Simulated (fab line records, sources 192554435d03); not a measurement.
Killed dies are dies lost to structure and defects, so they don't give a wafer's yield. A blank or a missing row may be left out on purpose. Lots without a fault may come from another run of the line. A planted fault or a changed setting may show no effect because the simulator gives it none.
Chamber matching | flow n5_finfet | N5_BEOL_M13_DESCUM_33 on rie_diel-05: 4 sister chambers
The step chemistry O2, time 7.9 s. 20 wafers are shown with their chamber, then 10 later ones without.

WAFERS WITH THEIR CHAMBER
wafer  | chamber | showerhead_plenum_p_Torr (Torr) | throttle_valve_pct (%) | drypump_motor_current_A (A)
L077.1 | 3       | 2.22                            | 20.52                  | 6.12
L077.2 | 2       | 2.11                            | 20.23                  | 5.59
L077.5 | 3       | 2.22                            | 20.52                  | 6.12
L078.2 | 1       | 2.06                            | 20.03                  | 5.74
L078.4 | 2       | 2.11                            | 20.22                  | 5.57
L078.6 | 3       | 2.21                            | 20.52                  | 6.13
L079.1 | 2       | 2.11                            | 20.23                  | 5.58
L079.2 | 3       | 2.21                            | 20.54                  | 6.09
L079.4 | 1       | 2.06                            | 20.04                  | 5.72
L082.2 | 0       | 2.00                            | 20.73                  | 5.85
L082.3 | 3       | 2.21                            | 20.53                  | 6.16
L082.6 | 0       | 2.00                            | 20.75                  | 5.83
L084.1 | 1       | 2.06                            | 20.05                  | 5.75
L084.2 | 3       | 2.21                            | 20.54                  | 6.15
L084.4 | 0       | 2.00                            | 20.75                  | 5.85
L089.2 | 0       | 2.00                            | 20.76                  | 5.82
L089.3 | 2       | 2.10                            | 20.26                  | 5.57
L089.6 | 2       | 2.10                            | 20.24                  | 5.56
L090.4 | 3       | 2.21                            | 20.57                  | 6.11
L090.5 | 1       | 2.06                            | 20.06                  | 5.73

SIGNATURES (means of the wafers above)
reading                  | chamber 0 | chamber 1 | chamber 2 | chamber 3 | scatter within a chamber
showerhead_plenum_p_Torr | 2.0000    | 2.0600    | 2.1060    | 2.2129    | 0.00405
throttle_valve_pct       | 20.7475   | 20.0450   | 20.2360   | 20.5343   | 0.0155
drypump_motor_current_A  | 5.8375    | 5.7350    | 5.5740    | 6.1257    | 0.0178
Rule: a wafer's distance from a chamber is the root of the sum, over the readings, of the square of ((its reading less the chamber's mean) divided by the reading's scatter). The wafer belongs to the nearest chamber; if the next one is less than 2 further off, it can't be placed. The scatter: the root of (the sum of the squares of (reading less its chamber's mean) over the shown wafers, divided by (wafers less chambers)).

WAFERS WITHOUT THEIR CHAMBER
wafer  | showerhead_plenum_p_Torr (Torr) | throttle_valve_pct (%) | drypump_motor_current_A (A)
L090.6 | 2.00                            | 20.79                  | 5.83
L091.1 | 2.00                            | 20.79                  | 5.83
L091.4 | 2.21                            | 20.58                  | 6.12
L091.5 | 2.06                            | 20.07                  | 5.76
L094.4 | 2.10                            | 20.27                  | 5.59
L094.5 | 2.05                            | 20.10                  | 5.74
L094.6 | 1.99                            | 20.76                  | 5.83
L096.1 | 2.10                            | 20.29                  | 5.60
L096.2 | 2.05                            | 20.10                  | 5.72
L096.3 | 2.20                            | 20.58                  | 6.15

WHICH CHAMBER EACH WENT THROUGH
wafer  | from the rows above | in truth
L090.6 | 0                   | 0
L091.1 | 0                   | 0
L091.4 | 3                   | 3
L091.5 | 1                   | 1
L094.4 | 2                   | 2
L094.5 | 1                   | 1
L094.6 | 0                   | 0
L096.1 | 2                   | 2
L096.2 | 1                   | 1
L096.3 | 3                   | 3
Placed correctly: 10 of 10. Can't be placed from these rows: 0. Placed wrongly: 0.
